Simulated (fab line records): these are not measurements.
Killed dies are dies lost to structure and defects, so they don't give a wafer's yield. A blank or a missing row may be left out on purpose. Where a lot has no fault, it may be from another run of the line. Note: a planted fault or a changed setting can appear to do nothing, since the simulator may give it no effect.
Matching of chambers || flow n5_finfet || rie_diel-01 running N5_DUMMY_REMOVAL_STRIP_10: 4 sister chambers
The step strips in N2/H2, time 40 s. 18 wafers are shown with their chamber, then 9 later ones without.

EACH WAFER AND ITS CHAMBER
{"wafer": "L080.1", "chamber": 0, "showerhead_plenum_p_Torr (Torr)": 3.48, "drypump_motor_current_A (A)": 6.0, "throttle_valve_pct (%)": 12.47}
{"wafer": "L080.3", "chamber": 1, "showerhead_plenum_p_Torr (Torr)": 3.59, "drypump_motor_current_A (A)": 5.8, "throttle_valve_pct (%)": 11.79}
{"wafer": "L080.6", "chamber": 2, "showerhead_plenum_p_Torr (Torr)": 3.51, "drypump_motor_current_A (A)": 6.4, "throttle_valve_pct (%)": 12.57}
{"wafer": "L081.1", "chamber": 2, "showerhead_plenum_p_Torr (Torr)": 3.51, "drypump_motor_current_A (A)": 6.3, "throttle_valve_pct (%)": 12.57}
{"wafer": "L081.4", "chamber": 0, "showerhead_plenum_p_Torr (Torr)": 3.48, "drypump_motor_current_A (A)": 6.0, "throttle_valve_pct (%)": 12.47}
{"wafer": "L081.6", "chamber": 2, "showerhead_plenum_p_Torr (Torr)": 3.51, "drypump_motor_current_A (A)": 6.3, "throttle_valve_pct (%)": 12.57}
{"wafer": "L082.1", "chamber": 3, "showerhead_plenum_p_Torr (Torr)": 3.47, "drypump_motor_current_A (A)": 4.9, "throttle_valve_pct (%)": 12.30}
{"wafer": "L082.4", "chamber": 1, "showerhead_plenum_p_Torr (Torr)": 3.59, "drypump_motor_current_A (A)": 5.8, "throttle_valve_pct (%)": 11.79}
{"wafer": "L082.6", "chamber": 3, "showerhead_plenum_p_Torr (Torr)": 3.47, "drypump_motor_current_A (A)": 4.9, "throttle_valve_pct (%)": 12.30}
{"wafer": "L083.1", "chamber": 3, "showerhead_plenum_p_Torr (Torr)": 3.47, "drypump_motor_current_A (A)": 4.9, "throttle_valve_pct (%)": 12.31}
{"wafer": "L083.2", "chamber": 1, "showerhead_plenum_p_Torr (Torr)": 3.59, "drypump_motor_current_A (A)": 5.8, "throttle_valve_pct (%)": 11.80}
{"wafer": "L083.4", "chamber": 0, "showerhead_plenum_p_Torr (Torr)": 3.48, "drypump_motor_current_A (A)": 6.0, "throttle_valve_pct (%)": 12.49}
{"wafer": "L084.3", "chamber": 2, "showerhead_plenum_p_Torr (Torr)": 3.51, "drypump_motor_current_A (A)": 6.4, "throttle_valve_pct (%)": 12.59}
{"wafer": "L084.5", "chamber": 1, "showerhead_plenum_p_Torr (Torr)": 3.59, "drypump_motor_current_A (A)": 5.8, "throttle_valve_pct (%)": 11.79}
{"wafer": "L084.6", "chamber": 0, "showerhead_plenum_p_Torr (Torr)": 3.48, "drypump_motor_current_A (A)": 6.0, "throttle_valve_pct (%)": 12.49}
{"wafer": "L086.1", "chamber": 2, "showerhead_plenum_p_Torr (Torr)": 3.51, "drypump_motor_current_A (A)": 6.4, "throttle_valve_pct (%)": 12.62}
{"wafer": "L086.2", "chamber": 0, "showerhead_plenum_p_Torr (Torr)": 3.47, "drypump_motor_current_A (A)": 6.0, "throttle_valve_pct (%)": 12.51}
{"wafer": "L086.4", "chamber": 3, "showerhead_plenum_p_Torr (Torr)": 3.47, "drypump_motor_current_A (A)": 4.9, "throttle_valve_pct (%)": 12.34}

SIGNATURES (means of the wafers above)
{"reading": "showerhead_plenum_p_Torr", "chamber 0": 3.4780, "chamber 1": 3.5900, "chamber 2": 3.5100, "chamber 3": 3.4700, "scatter within a chamber": 0.00239}
{"reading": "drypump_motor_current_A", "chamber 0": 6.000, "chamber 1": 5.800, "chamber 2": 6.360, "chamber 3": 4.900, "scatter within a chamber": 0.0293}
{"reading": "throttle_valve_pct", "chamber 0": 12.4860, "chamber 1": 11.7925, "chamber 2": 12.5840, "chamber 3": 12.3125, "scatter within a chamber": 0.0173}
Rule: a wafer lies at a distance from a chamber equal to the root of the sum of squares, over the readings, of (its reading less the chamber's mean, divided by the reading's scatter). The wafer belongs to the nearest chamber; if the next one is less than 2 further off, it can't be placed. The scatter is the square root of a quotient: the sum, over the shown wafers, of each reading's squared deviation from its chamber's mean, divided by wafers minus chambers.

WAFERS MISSING THEIR CHAMBER
{"wafer": "L088.2", "showerhead_plenum_p_Torr (Torr)": 3.58, "drypump_motor_current_A (A)": 5.8, "throttle_valve_pct (%)": 11.81}
{"wafer": "L088.3", "showerhead_plenum_p_Torr (Torr)": 3.47, "drypump_motor_current_A (A)": 6.0, "throttle_valve_pct (%)": 12.50}
{"wafer": "L088.5", "showerhead_plenum_p_Torr (Torr)": 3.47, "drypump_motor_current_A (A)": 4.9, "throttle_valve_pct (%)": 12.32}
{"wafer": "L093.1", "showerhead_plenum_p_Torr (Torr)": 3.58, "drypump_motor_current_A (A)": 5.8, "throttle_valve_pct (%)": 11.85}
{"wafer": "L093.4", "showerhead_plenum_p_Torr (Torr)": 3.58, "drypump_motor_current_A (A)": 5.8, "throttle_valve_pct (%)": 11.85}
{"wafer": "L093.5", "showerhead_plenum_p_Torr (Torr)": 3.50, "drypump_motor_current_A (A)": 6.3, "throttle_valve_pct (%)": 12.63}
{"wafer": "L096.2", "showerhead_plenum_p_Torr (Torr)": 3.49, "drypump_motor_current_A (A)": 6.4, "throttle_valve_pct (%)": 12.66}
{"wafer": "L096.3", "showerhead_plenum_p_Torr (Torr)": 3.57, "drypump_motor_current_A (A)": 5.8, "throttle_valve_pct (%)": 11.87}
{"wafer": "L096.6", "showerhead_plenum_p_Torr (Torr)": 3.57, "drypump_motor_current_A (A)": 5.8, "throttle_valve_pct (%)": 11.87}

WHICH CHAMBER EACH WENT THROUGH
{"wafer": "L088.2", "from the rows above": 1, "in truth": 1}
{"wafer": "L088.3", "from the rows above": 0, "in truth": 0}
{"wafer": "L088.5", "from the rows above": 3, "in truth": 3}
{"wafer": "L093.1", "from the rows above": 1, "in truth": 1}
{"wafer": "L093.4", "from the rows above": 1, "in truth": 1}
{"wafer": "L093.5", "from the rows above": 2, "in truth": 2}
{"wafer": "L096.2", "from the rows above": 2, "in truth": 2}
{"wafer": "L096.3", "from the rows above": 1, "in truth": 1}
{"wafer": "L096.6", "from the rows above": 1, "in truth": 1}
9 of 9 placed correctly. Number that these rows cannot place: 0. Placed wrongly: 0.
